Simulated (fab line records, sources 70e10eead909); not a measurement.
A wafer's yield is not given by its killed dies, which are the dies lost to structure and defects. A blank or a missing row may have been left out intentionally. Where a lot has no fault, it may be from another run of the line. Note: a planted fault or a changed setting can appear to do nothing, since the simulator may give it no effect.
Chamber matching ; flow nand harc ; NHARC_P_BONDPAD_STRIP_15 on rie diel-12: 4 sister chambers
The step strips in O2. 4 wafers are shown with their chamber, then 7 later ones without.

EACH WAFER AND ITS CHAMBER
wafer;chamber;oes product au (a.u.)
L087.2;0;1.025
L087.4;1;1.003
L088.2;3;1.012
L088.3;2;0.996

WAFERS MISSING THEIR CHAMBER
wafer;oes product au (a.u.)
L088.5;1.008
L090.1;0.995
L090.3;0.999
L090.6;0.990
L092.1;1.006
L092.2;0.988
L092.5;0.992

WHICH CHAMBER EACH WENT THROUGH
wafer;from the rows above;in truth
L088.5;can't be placed: 3 or 1 or 2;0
L090.1;can't be placed: 2 or 1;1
L090.3;can't be placed: 2 or 1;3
L090.6;can't be placed: 2 or 1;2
L092.1;can't be placed: 1 or 3 or 2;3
L092.2;can't be placed: 2 or 1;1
L092.5;can't be placed: 2 or 1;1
Placed correctly: 0 of 7. From these rows, 7 cannot be placed; in 5 the true chamber is one of the candidates. 0 placed wrongly.
How it was worked out, from the rows above alone: a wafer's distance from a chamber is the root of the sum, over the readings, of the square of ((its reading less the chamber's mean) divided by the reading's scatter). If the next closest chamber is less than 2 further off than the closest, the wafer can't be placed; otherwise it belongs to the closest. Each chamber's mean is taken over the wafers shown for it. The scatter: root of mean squared gap, hidden wafer to nearest shown wafer, with one shown wafer a chamber.
